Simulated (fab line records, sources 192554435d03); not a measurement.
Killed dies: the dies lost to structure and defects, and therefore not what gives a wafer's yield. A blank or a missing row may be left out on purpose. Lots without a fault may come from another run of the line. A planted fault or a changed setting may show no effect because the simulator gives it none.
fab line records	flow n5Finfet
[record] lots = 6	wafers = 18	lastDay = 16
route steps=1938 shown BEOL_M14@1719
lots with no fault: from the same line, run without faults
startH: hours from the record's first day to the start of the lot's first wafer shown	waitH: hours elapsed since this lot's preceding step	" identical to the entry in the row above	L1.1+2: one row covering several wafers at once	- no value, or no start was given	* or withheld: withheld	< > ~ a bound
route shown NAME@n: NAME is a module with steps in the file, n the number in the route of the first one	usual: mean/standard deviation of fault-free wafers	same: alike in all rows	chamber/n: place in a boat	sites: each site's reading	_std_site: their standard deviation	_edge_site: outer sites' mean less inner sites'	radiusMm: for every site, how far away it sits from the centre of the wafer	mask NAME#n: copy n	behind: the tool/chamber that last shaped the wafer	hold: cause of the lot's hold/its duration in hours/its outcome	device: the transistor (n, p or np) that didn't switch	end of line: at the end of the route, the tests of the same wafers	a step without rows: its recipe alone	killed: the dies lost at the first sort to structure and to defects; this is not the yield of the wafer	map: per-die view of a wafer (x killed, . not killed, _ where there is no die)
set.NAME: the run value of the setting; set.NAME@STEP: its run value at that earlier step	model.NAME: the simulator's own value behind a step, which no gauge read
lots seen at some steps along the route; tables by step, rows by wafer
services: from which hour (startH, from the record's first day; less than 0 if before it) a tool's chamber was out of use, for how many hours, and why
[[steps]]
[step N5_BEOL_M14_COAT_04]
[recipe] spinRpm = 1704	resistThkNm = 800
[step N5_BEOL_M14_EBR_06]
[recipe] solvent = PGMEA	ebrWidthMm = 1.5
[step N5_BEOL_M14_SOFTBAKE_05]
[recipe] tempC = 130	timeS = 60
[step N5_BEOL_M14_EXPOSE_07]
[recipe] maskId = V13	na = 0.8	sourceShape = annular	sigmaInner = 0.5	sigmaOuter = 0.8	polarization = unpolarized	attpsmPhaseDeg = 180	doseMj = 57
[step N5_BEOL_M14_PEB_08]
[recipe] pebTempC = 130	pebTimeS = 90
[step N5_BEOL_M14_DEVELOP_09]
[recipe] developTimeS = 45	rinseLiquid = diw	dry = airSpin	devTempC = 21
[step N5_BEOL_M14_HARDBAKE_14]
[recipe] tempC = 130	timeS = 120
[step N5_BEOL_M14_CD_MEAS_10]
[recipe] targetCdNm = 250	landingEnergyEv = 500	detector = seInlens	polarity = opening
[usual] cdNm = 250.3/1.8
lot.wafer	tool	chamber	startH	waitH	cdNm
L781.1	cdSem-01	0	272.29	-	250.4
L781.2	"	0	"	"	251.3
L781.4	"	0	"	"	251.1
L782.3	cdSem-03	0	281.62	-	248.9
L782.4	"	0	"	"	248.4
L782.6	"	0	"	"	250.2
L783.1	cdSem-02	0	297.24	-	248.2
L783.5	"	0	"	"	249.5
L783.6	"	0	"	"	251.5
L785.4	cdSem-01	0	305.32	-	250.1
L785.5	"	0	"	"	251.8
L785.6	"	0	"	"	249.6
L793.1	cdSem-03	0	351.64	-	249.2
L793.3	"	0	"	"	250.4
L793.4	"	0	"	"	247.8
L794.1	cdSem-01	0	361.91	-	250.5
L794.2	"	0	"	"	250.0
L794.6	"	0	"	"	251.2
[step N5_BEOL_M14_OVL_MEAS_11]
[recipe] pointsPerWafer = 44
[usual] V13_OVL = -1/5.7
lot.wafer	tool	chamber	startH	waitH	V13_OVL[nm]
L781.1	overlay-01	0	272.32	0.0	-4
L781.2	"	0	"	"	-3
L781.4	"	0	"	"	0
L782.3	overlay-01	0	281.65	0.0	1
L782.4	"	0	"	"	1
L782.6	"	0	"	"	0
L783.1	overlay-02	0	297.28	0.0	5
L783.5	"	0	"	"	1
L783.6	"	0	"	"	-9
L785.4	overlay-01	0	305.34	0.0	-2
L785.5	"	0	"	"	5
L785.6	"	0	"	"	-5
L793.1	overlay-02	0	351.67	0.0	-4
L793.3	"	0	"	"	-4
L793.4	"	0	"	"	6
L794.1	overlay-02	0	361.94	0.0	-9
L794.2	"	0	"	"	4
L794.6	"	0	"	"	11
[step N5_BEOL_M14_INSPECT_12]
[recipe] mode = adi	inspectInstrument = macro
[usual] rawDefectCount = 1.9/1.4
lot.wafer	tool	chamber	startH	waitH	rawDefectCount
L781.1	defectInspect-02	-	272.34	0.0	4
L781.2	"	-	"	"	2
L781.4	"	-	"	"	0
L782.3	defectInspect-02	-	281.67	0.0	2
L782.4	"	-	"	"	0
L782.6	"	-	"	"	2
L783.1	defectInspect-01	-	297.30	0.0	3
L783.5	"	-	"	"	1
L783.6	"	-	"	"	1
L785.4	defectInspect-02	-	305.37	0.0	1
L785.5	"	-	"	"	2
L785.6	"	-	"	"	2
L793.1	defectInspect-02	-	351.69	0.0	3
L793.3	"	-	"	"	2
L793.4	"	-	"	"	8
L794.1	defectInspect-01	-	361.97	0.0	2
L794.2	"	-	"	"	0
L794.6	"	-	"	"	3
[step N5_BEOL_M14_DESCUM_15]
[recipe] chemistry = O2	timeS = 7.9	sourcePowerW = 50	biasPowerW = 20	pressureMtorr = 20	rfFrequencyHz = 2.712e+07	tempC = 40	o2FlowSccm = 225
[usual] drypumpMotorCurrentA = 5.7/0.43	oesProductAu = 0.79/0.088	rfVppV = 243.0/1.4	showerheadPlenumPTorr = 2.09/0.082	throttleValvePct = 20.41/0.18
lot.wafer	tool	chamber	startH	waitH	drypumpMotorCurrentA	oesProductAu	rfHoursCounterH	rfVppV	showerheadPlenumPTorr	throttleValvePct
L781.1	rieDiel-06	0	272.39	0.1	5.0	0.95	10	243.3	2.17	20.46
L781.2	"	2	"	"	5.7	0.89	34	244.7	2.23	20.22
L781.4	"	1	"	"	5.4	0.74	172	242.8	2.07	20.18
L782.3	rieDiel-05	3	282.32	0.6	5.2	0.86	50	241.9	2.04	20.52
L782.4	"	2	"	"	5.7	0.73	-	243.6	2.16	20.16
L782.6	"	0	"	"	5.7	0.69	-	241.6	2.06	20.51
L783.1	rieDiel-03	2	297.38	0.1	6.2	0.70	213	242.7	1.99	20.57
L783.5	"	3	"	"	5.6	0.84	-	242.1	2.02	20.37
L783.6	"	2	"	"	6.2	0.71	-	242.4	1.99	20.56
L785.4	rieDiel-05	0	305.40	0.0	5.7	0.68	236	241.3	2.06	20.54
L785.5	"	3	"	"	5.2	0.84	-	241.8	2.03	20.55
L785.6	"	2	"	"	5.7	0.71	-	244.6	2.16	20.15
L793.1	rieDiel-03	1	351.73	0.0	5.3	0.86	71	243.3	2.14	20.67
L793.3	"	3	"	"	5.6	0.82	101	243.2	2.02	20.40
L793.4	"	2	"	"	6.2	0.68	232	241.7	1.99	20.58
L794.1	rieDiel-05	2	362.00	0.0	5.7	0.70	253	243.6	2.15	20.21
L794.2	"	0	"	"	5.7	0.97	2	243.5	2.05	20.20
L794.6	"	0	"	"	5.7	0.97	-	242.8	2.05	20.20
[step N5_BEOL_M14_ETCH_59]
[recipe] chemistry = N2/H2	target = BARC	targetDepthA = 890	overetchA = 267	timeS = 67.9	ionEnergyEv = 200	pressureMtorr = 30	sourceW = 840	biasW = 150	n2FlowSccm = 200	h2FlowSccm = 200
[usual] biasW = 149.9/0.44	chamberPressureMTorr = 30.003/0.028	drypumpMotorCurrentA = 5.7/0.42	oesProductAu = 0.67/0.072	rfVppV = 523.5/2.8	showerheadPlenumPTorr = 2.53/0.096	throttleValvePct = 17.80/0.19
lot.wafer	tool	chamber	startH	waitH	biasW	chamberPressureMTorr	drypumpMotorCurrentA	oesProductAu	rfHoursCounterH	rfVppV	showerheadPlenumPTorr	throttleValvePct
L781.1	rieDiel-06	0	272.43	0.0	149.8	29.962	5.1	0.80	10	525.3	2.60	17.72
L781.2	"	2	"	"	149.8	30.015	5.7	0.76	34	529.3	2.71	17.60
L781.4	"	1	"	"	150.7	29.975	5.4	0.63	172	523.5	2.52	17.50
L782.3	rieDiel-05	3	282.35	0.0	150.3	29.963	5.2	0.72	50	522.4	2.48	17.97
L782.4	"	2	"	"	150.2	29.984	5.7	0.61	-	525.4	2.61	17.59
L782.6	"	0	"	"	149.7	29.989	5.7	0.60	-	524.9	2.50	17.95
L783.1	rieDiel-03	2	297.42	0.0	150.3	30.005	6.2	0.60	213	520.0	2.43	18.11
L783.5	"	3	"	"	149.6	29.990	5.6	0.71	-	522.0	2.47	17.81
L783.6	"	2	"	"	149.3	30.032	6.2	0.60	-	519.6	2.43	18.12
L785.4	rieDiel-05	0	305.43	0.0	150.5	30.051	5.7	0.58	236	522.5	2.50	17.96
L785.5	"	3	"	"	150.5	30.028	5.2	0.72	-	522.7	2.47	17.97
L785.6	"	2	"	"	149.9	30.079	5.7	0.61	-	525.0	2.61	17.59
L793.1	rieDiel-03	1	351.76	0.0	149.5	29.972	5.3	0.72	71	524.5	2.58	18.03
L793.3	"	3	"	"	150.5	30.026	5.6	0.69	101	520.8	2.46	17.87
L793.4	"	2	"	"	150.0	30.051	6.2	0.59	232	518.8	2.42	18.15
L794.1	rieDiel-05	2	362.04	0.0	149.5	29.991	5.7	0.60	253	524.5	2.60	17.66
L794.2	"	0	"	"	149.4	29.992	5.7	0.83	2	522.0	2.49	17.57
L794.6	"	0	"	"	149.5	29.986	5.7	0.84	-	523.9	2.49	17.58
[step N5_BEOL_M14_VIA_ETCH_16]
[recipe] chemistry = C4F8/O2/Ar	target = SiO2	heInnerTorr = 15	heOuterTorr = 30	targetDepthA = 12313	timeS = withheld	ionEnergyEv = 800	pressureMtorr = 20	sourceW = 1905	biasW = 2040	Ar_flow_sccm = 400	C4F8_flow_sccm = 16	O2_flow_sccm = 12	ends = cleared
[usual] C4F8_flow_sccm = 16.00/0.047	O2_flow_sccm = 12.00/0.036	drypumpMotorCurrentA = 5.7/0.43	heInnerTorr = 14.998/0.028	oesProductAu = 0.71/0.078	rfVppV = 2230/35	showerheadPlenumPTorr = 3.42/0.12	throttleValvePct = 30.79/0.2
lot.wafer	tool	chamber	startH	waitH	C4F8_flow_sccm	O2_flow_sccm	drypumpMotorCurrentA	heInnerTorr	oesProductAu	rfVppV	showerheadPlenumPTorr	throttleValvePct	model.coat_of_BEOL_M14_COAT_04.thkNm
L781.1	rieDiel-06	0	272.48	0.0	15.94	11.97	5.0	14.982	0.86	2273	3.51	30.85	448
L781.2	"	2	"	"	16.00	12.00	5.7	15.016	0.80	2196	3.62	30.49	455.2
L781.4	"	1	"	"	15.94	12.10	5.4	15.027	0.67	2208	3.41	30.49	449.4
L782.3	rieDiel-05	3	282.41	0.0	16.08	11.94	5.2	14.956	0.78	2253	3.36	31.13	460
L782.4	"	2	"	"	15.95	12.00	5.7	14.969	0.65	2281	3.56	30.61	449.6
L782.6	"	0	"	"	15.97	12.05	5.7	15.030	0.63	2160	3.39	30.92	453.6
L783.1	rieDiel-03	2	297.47	0.0	-	-	-	-	-	-	-	-	713.8
L783.5	"	3	"	"	-	-	-	-	-	-	-	-	717.2
L783.6	"	2	"	"	-	-	-	-	-	-	-	-	716.8
L785.4	rieDiel-05	0	305.49	0.0	-	-	-	-	-	-	-	-	721
L785.5	"	3	"	"	-	-	-	-	-	-	-	-	719.2
L785.6	"	2	"	"	-	-	-	-	-	-	-	-	720.6
L793.1	rieDiel-03	1	351.82	0.0	15.99	12.02	5.3	14.969	0.77	2283	3.47	30.96	449.4
L793.3	"	3	"	"	15.99	11.98	5.6	15.013	0.73	2233	3.33	30.86	453.8
L793.4	"	2	"	"	16.04	12.03	6.2	15.022	0.62	2211	3.26	30.87	446
L794.1	rieDiel-05	2	362.09	0.0	16.03	12.01	5.7	14.985	0.63	2281	3.54	30.64	454.4
L794.2	"	0	"	"	15.96	12.00	5.7	15.007	0.88	2157	3.38	30.75	453.6
L794.6	"	0	"	"	15.93	12.06	5.7	14.977	0.88	2159	3.38	30.74	447.6
[step N5_BEOL_M14_STRIP_63]
[recipe] chemistry = O2	powerW = 600	tempC = 60	pressureMtorr = 30	rfFrequencyHz = 6e+07	biasPowerW = 0	overashFraction = 0.3	o2FlowSccm = 225
[usual] drypumpMotorCurrentA = 5.7/0.43	oesProductAu = 0.79/0.089	rfVppV = 3.6/0.77	showerheadPlenumPTorr = 2.09/0.082	throttleValvePct = 16.66/0.16
lot.wafer	tool	chamber	startH	waitH	drypumpMotorCurrentA	oesProductAu	rfHoursCounterH	rfVppV	showerheadPlenumPTorr	throttleValvePct
L781.1	rieDiel-06	0	-	-	5.0	0.94	10	2.7	2.17	16.62
L781.2	"	2	"	"	5.6	0.87	34	4.3	2.23	16.45
L781.4	"	1	"	"	5.4	0.74	172	4.0	2.08	16.44
L782.3	rieDiel-05	3	-	-	5.2	0.85	50	3.1	2.04	16.71
L782.4	"	2	"	"	5.7	0.71	-	4.2	2.17	16.48
L782.6	"	0	"	"	5.6	0.69	-	2.2	2.06	16.80
L783.1	rieDiel-03	2	-	-	6.2	0.70	213	2.1	2.00	16.83
L783.5	"	3	"	"	5.6	0.83	-	2.8	2.03	16.59
L783.6	"	2	"	"	6.3	0.71	-	4.3	2.00	16.84
L785.4	rieDiel-05	0	-	-	5.7	0.67	236	3.3	2.06	16.83
L785.5	"	3	"	"	5.2	0.84	-	3.0	2.04	16.75
L785.6	"	2	"	"	5.6	0.72	-	3.9	2.16	16.48
L793.1	rieDiel-03	1	-	-	5.3	0.84	72	4.0	2.15	16.84
L793.3	"	3	"	"	5.6	0.82	101	2.8	2.02	16.64
L793.4	"	2	"	"	6.2	0.69	232	3.5	1.99	16.89
L794.1	rieDiel-05	2	-	-	5.6	0.70	253	4.6	2.15	16.53
L794.2	"	0	"	"	5.6	0.97	3	3.3	2.05	16.41
L794.6	"	0	"	"	5.7	0.97	-	3.2	2.05	16.37
[step N5_BEOL_M14_STRIP_64]
[recipe] chemistry = O2	powerW = 600	tempC = 60	pressureMtorr = 30	rfFrequencyHz = 6e+07	biasPowerW = 0	overashFraction = 0.3	o2FlowSccm = 225
[usual] drypumpMotorCurrentA = 5.7/0.42	oesProductAu = 0.79/0.088	rfVppV = 3.6/0.47	showerheadPlenumPTorr = 2.09/0.082	throttleValvePct = 16.65/0.16
lot.wafer	tool	chamber	startH	waitH	drypumpMotorCurrentA	oesProductAu	rfHoursCounterH	rfVppV	showerheadPlenumPTorr	throttleValvePct
L781.1	rieDiel-06	0	-	-	5.1	0.95	10	4.1	2.17	16.60
L781.2	"	2	"	"	5.6	0.87	34	3.1	2.23	16.44
L781.4	"	1	"	"	5.4	0.73	172	4.5	2.08	16.44
L782.3	rieDiel-05	3	-	-	5.2	0.84	50	3.8	2.04	16.70
L782.4	"	2	"	"	5.7	0.72	-	3.6	2.17	16.47
L782.6	"	0	"	"	5.7	0.69	-	4.1	2.06	16.80
L783.1	rieDiel-03	2	-	-	6.2	0.70	213	4.4	2.00	16.84
L783.5	"	3	"	"	5.6	0.83	-	4.1	2.03	16.61
L783.6	"	2	"	"	6.2	0.70	-	2.6	2.00	16.82
L785.4	rieDiel-05	0	-	-	5.7	0.68	236	4.2	2.06	16.81
L785.5	"	3	"	"	5.2	0.84	-	3.1	2.04	16.72
L785.6	"	2	"	"	5.6	0.72	-	2.6	2.16	16.49
L793.1	rieDiel-03	1	-	-	5.3	0.85	72	2.4	2.15	16.84
L793.3	"	3	"	"	5.6	0.82	101	2.9	2.02	16.64
L793.4	"	2	"	"	6.2	0.69	232	3.8	1.99	16.86
L794.1	rieDiel-05	2	-	-	5.7	0.70	253	3.8	2.15	16.52
L794.2	"	0	"	"	5.6	0.96	3	4.3	2.05	16.40
L794.6	"	0	"	"	5.6	0.96	-	3.9	2.05	16.41
[step N5_BEOL_M14_STRIP_71]
[recipe] chemistry = postEtchResidueRemover	timeS = 60	tempC = 25	removerPh = withheld	removerWaterWtPct = withheld	removerFluorideWtPct = withheld
[step N5_BEOL_M14_SRD_72]
[recipe] timeS = 30	tempC = 23	rinseLiquid = diw	dry = n2Spin	spinRpm = 1500	dryTimeS = 30
[step N5_BEOL_M14_CD_MEAS_17]
[recipe] targetCdNm = 250	polarity = opening
[usual] cdNm = 251.0/2.3
lot.wafer	tool	chamber	startH	waitH	cdNm
L781.1	cdSem-03	-	272.83	0.0	250.1
L781.2	"	-	"	"	252.4
L781.4	"	-	"	"	252.0
L782.3	cdSem-03	-	282.76	0.0	247.8
L782.4	"	-	"	"	248.6
L782.6	"	-	"	"	254.2
L783.1	cdSem-02	-	297.82	0.0	-
L783.5	"	-	"	"	-
L783.6	"	-	"	"	-
L785.4	cdSem-01	-	305.85	0.0	-
L785.5	"	-	"	"	-
L785.6	"	-	"	"	-
L793.1	cdSem-02	-	352.16	0.0	250.9
L793.3	"	-	"	"	250.9
L793.4	"	-	"	"	249.2
L794.1	cdSem-03	-	362.44	0.0	248.9
L794.2	"	-	"	"	251.1
L794.6	"	-	"	"	253.0
[step N5_BEOL_M14_COAT_65]
[recipe] resist = SOC	tempC = 250	timeS = 60	spinRpm = 1500	resistThkNm = 450
[[services]]
tool	chamber	startH	hours	kind
rieDiel-06	3	249.82	7.8	repair
rieDiel-06	1	268.25	3.5	repair
rieDiel-05	1	280.42	2.5	repair
rieDiel-06	3	326.48	-	clean
rieDiel-06	3	326.48	-	consumableReplace:focusRing
rieDiel-06	3	326.48	-	consumableReplace:showerhead
rieDiel-06	3	326.48	11.6	scheduledDown
rieDiel-06	3	326.48	11.6	ventCycle
rieDiel-05	0	343.60	-	clean
rieDiel-05	0	343.60	-	consumableReplace:focusRing
rieDiel-05	0	343.60	13.6	scheduledDown
rieDiel-05	0	343.60	13.6	ventCycle
rieDiel-05	1	357.20	-	clean
rieDiel-05	1	357.20	-	consumableReplace:focusRing
rieDiel-05	1	357.20	21.8	scheduledDown
rieDiel-05	1	357.20	21.8	ventCycle
[[key]]
[firstSign] step = N5_BEOL_M14_VIA_ETCH_16	reading = toolRecord	direction = missing
[effect] step = N5_BEOL_M14_CD_MEAS_17	reading = cdNm	direction = missing
[modelEffect] step = N5_BEOL_M14_VIA_ETCH_16	value = coat_of_BEOL_M14_COAT_04.thkNm	without = 451.9	struck = 718.1
metAt N5_BEOL_M14_VIA_ETCH_16
struckWafers L783.1,L783.5,L783.6,L785.4,L785.5,L785.6
laterRowsLeftOut L783.1,L783.5,L783.6,L785.4,L785.5,L785.6
sortLeftOut L783.1,L783.5,L783.6,L785.4,L785.5,L785.6
onsetBetween 282.41 297.47
[fault] kind = skippedStepWhole	tool = rieDiel-03,rieDiel-05	chamber = -	onsetH = 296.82	steps = N5_BEOL_M14_VIA_ETCH_16	scope = struckLotsOnly
// sortLeftOut: the simulated sort isn't trusted on such a fault, so these wafers' sort isn't shown, and their yield isn't known
// laterRowsLeftOut: the simulator's readings of these wafers behind a module that went badly wrong aren't trusted and aren't shown, but for the sort
